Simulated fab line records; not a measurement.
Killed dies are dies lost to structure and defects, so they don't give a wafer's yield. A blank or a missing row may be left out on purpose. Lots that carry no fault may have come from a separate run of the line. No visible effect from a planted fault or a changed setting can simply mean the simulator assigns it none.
Which tool was responsible? ; flow nand-harc ; Sampling: 24 lots, 72 wafers, 6 of 1302 route steps

## WHAT THE GAUGES SHOWED, per wafer
NHARC_P_CONTACT_CD_MEAS_19. Usual: cd-nm 90.2 nm, standard deviation 1.9.
lot;measured;on;cd-nm (nm);flag
L074;day 5 21:23;cd-sem-03;88.0 87.5 90.3;
L075;day 6 08:14;cd-sem-03;89.3 91.0 88.0;
L076;day 6 17:20;cd-sem-01;89.8 92.0 88.8;
L077;day 7 09:21;cd-sem-01;92.0 90.6 91.7;
L078;day 7 13:25;cd-sem-03;93.8 94.1 93.0;
L079;day 7 20:41;cd-sem-01;91.2 90.2 88.0;
L080;day 8 16:23;cd-sem-03;89.3 95.0 91.1;
L081;day 8 23:04;cd-sem-03;88.4 88.2 88.8;
L082;day 9 07:04;cd-sem-03;94.1 90.5 89.9;
L083;day 10 00:00;cd-sem-02;86.3 87.3 88.3;
L084;day 10 03:22;cd-sem-01;90.0 88.9 88.9;
L085;day 10 11:13;cd-sem-01;88.5 88.8 92.1;
L086;day 10 19:57;cd-sem-01;90.5 89.4 89.6;
L087;day 11 03:09;cd-sem-01;88.7 91.9 90.7;
L088;day 12 03:22;cd-sem-03;89.9 92.9 92.6;
L089;day 12 04:11;cd-sem-03;94.7 90.2 90.6;
L091;day 13 05:45;cd-sem-03;88.0 92.1 90.1;
L090;day 13 06:28;cd-sem-03;92.5 91.6 87.2;
L093;day 13 18:43;cd-sem-02;91.2 89.9 91.2;
L092;day 13 19:29;cd-sem-02;91.0 92.0 92.8;
L094;day 14 11:08;cd-sem-01;91.2 90.1 89.0;
L095;day 14 22:23;cd-sem-02;89.0 86.0 84.1;
L096;day 15 03:46;cd-sem-02;87.2 90.1 88.9;
L097;day 15 05:00;cd-sem-01;91.8 92.9 92.3;

NHARC_P_CONTACT_INSPECT_27. Usual: raw-defect-count 258, standard deviation 95.
lot;measured;on;raw-defect-count;flag
L074;day 5 23:37;defect-inspect-01;169 120 159;
L075;day 6 10:29;defect-inspect-01;367 284 186;
L076;day 6 19:33;defect-inspect-01;188 148 150;
L077;day 7 11:35;defect-inspect-01;313 217 298;
L078;day 7 15:37;defect-inspect-02;212 179 210;
L079;day 7 22:53;defect-inspect-01;588 351 274;
L080;day 8 19:11;defect-inspect-02;232 300 213;
L081;day 9 01:18;defect-inspect-01;398 179 441;
L082;day 9 09:21;defect-inspect-01;150 169 272;
L083;day 10 02:15;defect-inspect-02;262 139 186;
L084;day 10 05:35;defect-inspect-01;305 267 225;
L085;day 10 13:26;defect-inspect-01;222 290 362;
L086;day 10 22:10;defect-inspect-02;202 435 204;
L087;day 11 05:22;defect-inspect-01;421 191 218;
L088;day 12 05:36;defect-inspect-02;140 181 125;
L089;day 12 06:24;defect-inspect-02;358 377 443;
L091;day 13 07:58;defect-inspect-01;459 265 288;
L090;day 13 08:40;defect-inspect-01;319 157 269;
L093;day 13 20:55;defect-inspect-01;292 178 220;
L092;day 13 21:41;defect-inspect-02;131 154 257;
L094;day 14 13:20;defect-inspect-02;216 286 175;
L095;day 15 01:09;defect-inspect-01;161 145 175;
L096;day 15 05:59;defect-inspect-01;243 172 181;
L097;day 15 07:13;defect-inspect-01;194 233 212;

NHARC_P_M0_OVL_MEAS_10: pitch 180 nm. Usual: overlay-x-nm 0.2 nm, standard deviation 0.78; overlay-y-nm 0.2 nm, standard deviation 0.78.
lot;measured;on;overlay-x-nm (nm);overlay-y-nm (nm);flag
L074;day 6 00:36;overlay-02;-0.2 -0.3 -0.4;0.0 0.1 0.0;
L075;day 6 11:36;overlay-02;0.2 0.1 0.2;-1.4 -1.2 -0.8;
L076;day 6 20:32;overlay-01;1.4 1.4 2.0;0.7 0.5 0.4;
L077;day 7 12:35;overlay-02;0.1 -0.2 -0.6;-0.2 0.7 -0.1;
L078;day 7 16:35;overlay-02;0.6 0.5 0.2;0.2 -0.5 -0.2;
L079;day 7 23:53;overlay-01;0.5 0.8 0.9;0.7 1.0 1.0;
L080;day 8 20:11;overlay-02;1.0 0.9 1.0;0.4 0.4 0.5;
L081;day 9 02:10;overlay-02;0.9 0.8 0.8;1.6 1.7 2.0;
L082;day 9 10:20;overlay-02;-0.6 -0.5 -0.6;-0.9 -0.3 -0.7;
L083;day 10 03:14;overlay-01;-0.4 -0.5 -1.1;0.5 0.3 0.6;
L084;day 10 06:26;overlay-01;-0.1 0.0 0.1;-0.5 -0.2 0.0;
L085;day 10 14:40;overlay-01;-0.1 0.0 -0.1;-0.3 0.1 -0.4;
L086;day 10 23:09;overlay-01;0.5 0.5 0.3;0.3 0.3 -0.4;
L087;day 11 06:22;overlay-01;0.9 0.6 0.8;1.4 1.4 1.3;
L088;day 12 06:37;overlay-02;-1.8 -2.0 -1.7;0.0 0.7 0.7;
L089;day 12 07:23;overlay-02;0.3 -0.1 0.3;1.4 1.6 1.3;
L091;day 13 08:58;overlay-02;0.3 0.5 0.2;0.2 -0.4 -0.5;
L090;day 13 09:40;overlay-01;0.4 0.0 -0.1;-1.0 -1.0 -0.5;
L093;day 13 21:47;overlay-01;1.5 1.6 1.2;0.8 0.3 1.5;
L092;day 13 22:40;overlay-02;0.2 0.5 1.0;-0.2 -0.7 -0.8;
L094;day 14 14:19;overlay-01;0.5 1.1 0.7;0.3 0.6 0.7;
L095;day 15 02:08;overlay-01;0.0 1.0 0.1;0.0 0.4 1.0;
L096;day 15 06:59;overlay-02;-0.6 -0.3 0.2;0.0 0.2 -0.4;
L097;day 15 08:12;overlay-02;-1.6 -1.1 -1.2;-0.2 -1.3 -1.2;

NHARC_P_M1_OVL_MEAS_10: pitch 260 nm. Usual: overlay-x-nm 0.1 nm, standard deviation 0.72; overlay-y-nm 0.1 nm, standard deviation 0.65.
lot;measured;on;overlay-x-nm (nm);overlay-y-nm (nm);flag
L074;day 6 04:43;overlay-02;0.5 0.0 0.1;-0.3 -0.3 -0.3;
L075;day 6 15:41;overlay-02;1.3 1.2 1.5;2.0 1.4 2.0;
L076;day 7 00:37;overlay-02;-0.4 -0.7 -0.1;0.6 0.1 0.5;
L077;day 7 16:38;overlay-01;-1.3 -0.2 -0.8;-0.1 0.5 -0.3;
L078;day 7 20:37;overlay-02;0.8 0.7 0.4;0.4 -0.3 0.0;
L079;day 8 04:04;overlay-01;-0.7 -0.8 -0.9;-1.1 -1.1 -1.3;
L080;day 9 00:13;overlay-01;0.2 0.5 0.2;0.2 0.2 0.0;
L081;day 9 06:10;overlay-01;-0.6 -0.2 -1.1;0.0 0.2 0.2;
L082;day 9 14:34;overlay-02;-0.6 -0.7 -0.8;0.1 0.5 0.7;
L083;day 10 07:15;overlay-02;0.2 -0.1 0.1;-0.1 0.3 -0.6;
L084;day 10 10:22;overlay-02;-0.8 -0.2 -0.7;-0.9 -0.6 -0.6;
L085;day 10 19:28;overlay-02;1.0 1.1 0.4;-0.5 -0.7 -0.5;
L086;day 11 03:05;overlay-01;0.3 1.0 0.3;0.5 0.6 0.8;
L087;day 11 10:25;overlay-02;-0.6 -0.1 0.3;0.3 -0.3 0.0;
L088;day 12 11:39;overlay-01;-0.6 -1.1 -1.2;0.3 0.4 -0.9;
L089;day 12 12:05;overlay-01;0.3 0.7 0.1;-0.4 -0.1 -0.4;
L091;day 13 13:02;overlay-02;0.2 -0.3 0.9;0.2 -0.1 0.2;
L090;day 13 14:01;overlay-02;-0.1 -0.2 0.0;0.3 -0.6 0.0;
L093;day 14 01:49;overlay-01;1.1 1.3 0.9;-0.1 0.2 0.3;
L092;day 14 02:44;overlay-01;-0.2 0.4 0.6;0.2 0.7 0.5;
L094;day 14 18:22;overlay-02;-0.1 -0.6 0.5;0.3 0.3 0.5;
L095;day 15 06:31;overlay-02;-0.9 -1.2 -0.9;1.7 1.3 1.1;
L096;day 15 11:08;overlay-01;1.1 0.7 0.9;0.2 1.3 0.9;
L097;day 15 12:22;overlay-01;1.3 1.1 1.0;0.1 0.3 0.1;

## WHICH TOOL RAN EACH LOT (tool, then ch and the chambers of the sampled wafers, then the start)
lot;NHARC_P_CONTACT_PVD_32;NHARC_P_M0_PVD_20
L074;pvd-sputter-01, day 5 23:37 or earlier;pvd-sputter-03, day 6 04:43 or earlier
L075;pvd-sputter-02, day 6 10:29 or earlier;pvd-sputter-02, day 6 15:41 or earlier
L076;pvd-sputter-01, day 6 19:33 or earlier;pvd-sputter-02, day 7 00:37 or earlier
L077;pvd-sputter-03, day 7 11:35 or earlier;pvd-sputter-01, day 7 16:38 or earlier
L078;pvd-sputter-03, day 7 15:37 or earlier;pvd-sputter-01, day 7 20:37 or earlier
L079;pvd-sputter-02, day 7 22:53 or earlier;pvd-sputter-01, day 8 04:04 or earlier
L080;pvd-sputter-02, day 8 19:11 or earlier;pvd-sputter-01, day 9 00:13 or earlier
L081;pvd-sputter-02, day 9 01:18 or earlier;pvd-sputter-03, day 9 06:10 or earlier
L082;pvd-sputter-02, day 9 09:21 or earlier;pvd-sputter-02, day 9 14:34 or earlier
L083;pvd-sputter-03, day 10 02:15 or earlier;pvd-sputter-03, day 10 07:15 or earlier
L084;pvd-sputter-02, day 10 05:35 or earlier;pvd-sputter-02, day 10 10:22 or earlier
L085;pvd-sputter-03, day 10 13:26 or earlier;pvd-sputter-03, day 10 19:28 or earlier
L086;pvd-sputter-03, day 10 22:10 or earlier;pvd-sputter-02, day 11 03:05 or earlier
L087;pvd-sputter-02, day 11 05:22 or earlier;pvd-sputter-01, day 11 10:25 or earlier
L088;pvd-sputter-02, day 12 05:36 or earlier;pvd-sputter-03, day 12 11:39 or earlier
L089;pvd-sputter-01, day 12 06:24 or earlier;pvd-sputter-01, day 12 12:05 or earlier
L091;pvd-sputter-03, day 13 07:58 or earlier;pvd-sputter-01, day 13 13:02 or earlier
L090;pvd-sputter-01, day 13 08:40 or earlier;pvd-sputter-01, day 13 14:01 or earlier
L093;pvd-sputter-01, day 13 20:55 or earlier;pvd-sputter-02, day 14 01:49 or earlier
L092;pvd-sputter-01, day 13 21:41 or earlier;pvd-sputter-03, day 14 02:44 or earlier
L094;pvd-sputter-01, day 14 13:20 or earlier;pvd-sputter-01, day 14 18:22 or earlier
L095;pvd-sputter-01, day 15 01:09 or earlier;pvd-sputter-01, day 15 06:31 or earlier
L096;pvd-sputter-02, day 15 05:59 or earlier;pvd-sputter-03, day 15 11:08 or earlier
L097;pvd-sputter-02, day 15 07:13 or earlier;pvd-sputter-01, day 15 12:22 or earlier
- NHARC_P_CONTACT_PVD_32: deposits Ti, target thk 5 nm, time 17.7 s.
- NHARC_P_M0_PVD_20: deposits TaN, target thk 5 nm, time 8.06 s.

## WHAT THE TOOLS THEMSELVES READ (means of the sampled wafers that have a number; where no wafer has one, the mark that the record gives instead)
NHARC_P_CONTACT_PVD_32. Usual: throttle-valve-pct 29.9 %, standard deviation 0.96.
lot;tool;throttle-valve-pct (%);flag
L074;pvd-sputter-01;30.0;
L075;pvd-sputter-02;29.9;
L076;pvd-sputter-01;29.5;
L077;pvd-sputter-03;30.3;
L078;pvd-sputter-03;31.1;
L079;pvd-sputter-02;30.1;
L080;pvd-sputter-02;29.1;
L081;pvd-sputter-02;29.3;
L082;pvd-sputter-02;29.9;
L083;pvd-sputter-03;30.6;
L084;pvd-sputter-02;29.9;
L085;pvd-sputter-03;29.4;
L086;pvd-sputter-03;29.5;
L087;pvd-sputter-02;28.9;
L088;pvd-sputter-02;29.3;
L089;pvd-sputter-01;30.3;
L091;pvd-sputter-03;30.6;
L090;pvd-sputter-01;30.3;
L093;pvd-sputter-01;29.7;
L092;pvd-sputter-01;30.1;
L094;pvd-sputter-01;30.9;
L095;pvd-sputter-01;30.2;
L096;pvd-sputter-02;30.1;
L097;pvd-sputter-02;29.5;

NHARC_P_M0_PVD_20. Usual: throttle-valve-pct 30.0 %, standard deviation 0.85.
lot;tool;throttle-valve-pct (%);flag
L074;pvd-sputter-03;30.6;
L075;pvd-sputter-02;29.0;
L076;pvd-sputter-02;29.1;
L077;pvd-sputter-01;30.0;
L078;pvd-sputter-01;30.2;
L079;pvd-sputter-01;29.9;
L080;pvd-sputter-01;30.0;
L081;pvd-sputter-03;30.3;
L082;pvd-sputter-02;29.8;
L083;pvd-sputter-03;30.5;
L084;pvd-sputter-02;30.5;
L085;pvd-sputter-03;30.4;
L086;pvd-sputter-02;29.6;
L087;pvd-sputter-01;30.2;
L088;pvd-sputter-03;29.9;
L089;pvd-sputter-01;30.3;
L091;pvd-sputter-01;30.0;
L090;pvd-sputter-01;29.4;
L093;pvd-sputter-02;30.2;
L092;pvd-sputter-03;30.2;
L094;pvd-sputter-01;30.2;
L095;pvd-sputter-01;29.7;
L096;pvd-sputter-03;29.9;
L097;pvd-sputter-01;30.0;

## THE ANSWER, worked out from the rows above alone
Rule: a lot is off if the mean of its wafers that have a number lies more than 3 standard deviations from the usual mean. Also off: a lot with no number at a reading for which 4 or more lots have one. The other lots that the step has rows for count as sound. After the gauges, taken in route order, come the tools' own readings; for these a lot's mean is taken, as printed above. At the first step where some lot is off, the reading lying furthest off is the one used; lots without a number count as furthest.
No lot is off on any of the readings shown, so nothing can be concluded from this.

## WHAT HAD BEEN PUT IN BY THE SIMULATOR
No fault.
